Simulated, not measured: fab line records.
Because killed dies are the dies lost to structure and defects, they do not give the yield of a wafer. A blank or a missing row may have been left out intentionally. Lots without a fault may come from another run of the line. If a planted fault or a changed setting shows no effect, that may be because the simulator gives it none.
Chamber matching :: flow nand_harc :: cmp-02 running NHARC_P_CONTACT_CMP_24: 4 sister chambers
The step polishes, t overpolish 30 s, target thk 200 nm. 16 wafers are shown with their chamber, then 8 later ones without.

## EACH WAFER AND ITS CHAMBER
wafer: L074.2
chamber: 0
motor_current_A (A): 16.5
time_to_endpoint_s (s): 41
overpolish_run_s (s): 30.001

wafer: L074.3
chamber: 2
motor_current_A (A): 11.5
time_to_endpoint_s (s): 44
overpolish_run_s (s): 29.989

wafer: L074.5
chamber: 1
motor_current_A (A): 10.5
time_to_endpoint_s (s): 44
overpolish_run_s (s): 29.986

wafer: L077.2
chamber: 2
motor_current_A (A): 11.4
time_to_endpoint_s (s): 38
overpolish_run_s (s): 29.994

wafer: L077.3
chamber: 1
motor_current_A (A): 10.9
time_to_endpoint_s (s): 39
overpolish_run_s (s): 29.999

wafer: L077.4
chamber: 0
motor_current_A (A): 15.3
time_to_endpoint_s (s): 37
overpolish_run_s (s): 29.995

wafer: L080.1
chamber: 2
motor_current_A (A): 11.3
time_to_endpoint_s (s): 40
overpolish_run_s (s): 30.010

wafer: L080.2
chamber: 3
motor_current_A (A): 11.1
time_to_endpoint_s (s): 36
overpolish_run_s (s): 30.003

wafer: L080.3
chamber: 1
motor_current_A (A): 10.8
time_to_endpoint_s (s): 42
overpolish_run_s (s): 30.011

wafer: L084.1
chamber: 2
motor_current_A (A): 11.5
time_to_endpoint_s (s): 37
overpolish_run_s (s): 30.020

wafer: L084.2
chamber: 3
motor_current_A (A): 11.7
time_to_endpoint_s (s): 36
overpolish_run_s (s): 30.009

wafer: L084.4
chamber: 1
motor_current_A (A): 10.7
time_to_endpoint_s (s): 37
overpolish_run_s (s): 30.000

wafer: L088.4
chamber: 2
motor_current_A (A): 11.4
time_to_endpoint_s (s): 38
overpolish_run_s (s): 30.008

wafer: L088.5
chamber: 3
motor_current_A (A): 11.6
time_to_endpoint_s (s): 39
overpolish_run_s (s): 29.986

wafer: L088.6
chamber: 2
motor_current_A (A): 11.0
time_to_endpoint_s (s): 41
overpolish_run_s (s): 29.999

wafer: L092.2
chamber: 1
motor_current_A (A): 10.6
time_to_endpoint_s (s): 39
overpolish_run_s (s): 29.986

SIGNATURES, as means of the wafers listed above
reading: motor_current_A
chamber 0: 15.900
chamber 1: 10.700
chamber 2: 11.350
chamber 3: 11.467
scatter within a chamber: 0.316

reading: time_to_endpoint_s
chamber 0: 39.00
chamber 1: 40.20
chamber 2: 39.67
chamber 3: 37.00
scatter within a chamber: 2.55

reading: overpolish_run_s
chamber 0: 29.99800
chamber 1: 29.99640
chamber 2: 30.00333
chamber 3: 29.99933
scatter within a chamber: 0.0108
Rule: for each reading, subtract the chamber's mean from the wafer's reading, divide by that reading's scatter and square the result; add these up over the readings and take the root, which gives the wafer's distance from the chamber. If the next closest chamber is less than 2 further off than the closest, the wafer can't be placed; otherwise it belongs to the closest. How the scatter is found: for the shown wafers, subtract from each reading the mean of its chamber, square and add these, divide the total by (wafers less chambers), then take the root.

## WAFERS WITH NO CHAMBER GIVEN
wafer: L092.5
motor_current_A (A): 10.6
time_to_endpoint_s (s): 39
overpolish_run_s (s): 29.987

wafer: L092.6
motor_current_A (A): 11.5
time_to_endpoint_s (s): 37
overpolish_run_s (s): 29.998

wafer: L093.4
motor_current_A (A): 11.9
time_to_endpoint_s (s): 39
overpolish_run_s (s): 29.985

wafer: L093.5
motor_current_A (A): 11.8
time_to_endpoint_s (s): 39
overpolish_run_s (s): 30.004

wafer: L093.6
motor_current_A (A): 10.3
time_to_endpoint_s (s): 43
overpolish_run_s (s): 29.987

wafer: L094.2
motor_current_A (A): 10.7
time_to_endpoint_s (s): 43
overpolish_run_s (s): 29.995

wafer: L094.3
motor_current_A (A): 11.9
time_to_endpoint_s (s): 42
overpolish_run_s (s): 29.999

wafer: L094.4
motor_current_A (A): 15.9
time_to_endpoint_s (s): 43
overpolish_run_s (s): 29.995

## THE CHAMBER EACH PASSED THROUGH
wafer: L092.5
from the rows above: can't be placed: 1 or 2
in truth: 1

wafer: L092.6
from the rows above: can't be placed: 3 or 2
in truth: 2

wafer: L093.4
from the rows above: can't be placed: 3 or 2 or 1
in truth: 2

wafer: L093.5
from the rows above: can't be placed: 3 or 2
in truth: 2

wafer: L093.6
from the rows above: can't be placed: 1 or 2
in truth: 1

wafer: L094.2
from the rows above: can't be placed: 1 or 2
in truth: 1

wafer: L094.3
from the rows above: can't be placed: 2 or 3 or 1
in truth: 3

wafer: L094.4
from the rows above: 0
in truth: 0
Correctly placed: 1 of 8. Not placeable from these rows: 7 (in 7, the candidates include the true chamber). Placed wrongly: 0.
